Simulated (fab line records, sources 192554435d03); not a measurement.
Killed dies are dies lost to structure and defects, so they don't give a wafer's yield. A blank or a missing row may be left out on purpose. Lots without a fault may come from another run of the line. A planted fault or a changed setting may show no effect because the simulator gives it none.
Chamber matching | flow n5_finfet | N5_SD_EPI_P_DESCUM_14 on rie_diel-03: 4 sister chambers
The step chemistry O2, time 7.9 s. 4 wafers are shown with their chamber, then 9 later ones without.

WAFERS WITH THEIR CHAMBER
wafer  | chamber | showerhead_plenum_p_Torr (Torr)
L077.2 | 2       | 2.05
L090.2 | 3       | 2.15
L090.4 | 1       | 2.15
L090.6 | 0       | 2.17

WAFERS WITHOUT THEIR CHAMBER
wafer  | showerhead_plenum_p_Torr (Torr)
L091.1 | 2.17
L091.5 | 2.17
L091.6 | 2.15
L093.2 | 2.05
L093.4 | 2.05
L093.5 | 2.16
L094.2 | 2.05
L094.4 | 2.05
L094.6 | 2.16

WHICH CHAMBER EACH WENT THROUGH
wafer  | from the rows above          | in truth
L091.1 | 0                            | 0
L091.5 | 0                            | 0
L091.6 | can't be placed: 1 or 3      | 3
L093.2 | 2                            | 2
L093.4 | 2                            | 2
L093.5 | can't be placed: 0 or 1 or 3 | 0
L094.2 | 2                            | 2
L094.4 | 2                            | 2
L094.6 | can't be placed: 0 or 1 or 3 | 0
Placed correctly: 6 of 9. Can't be placed from these rows: 3 (the true chamber is among the candidates in 3). Placed wrongly: 0.
How it was worked out, from the rows above alone: a wafer's distance from a chamber is the root of the sum, over the readings, of the square of ((its reading less the chamber's mean) divided by the reading's scatter). The wafer belongs to the nearest chamber; if the next one is less than 2 further off, it can't be placed. A chamber's mean is the mean of its shown wafers. The scatter: with one shown wafer a chamber, the root of the mean of the squares of how far each hidden wafer lies from its nearest shown one.
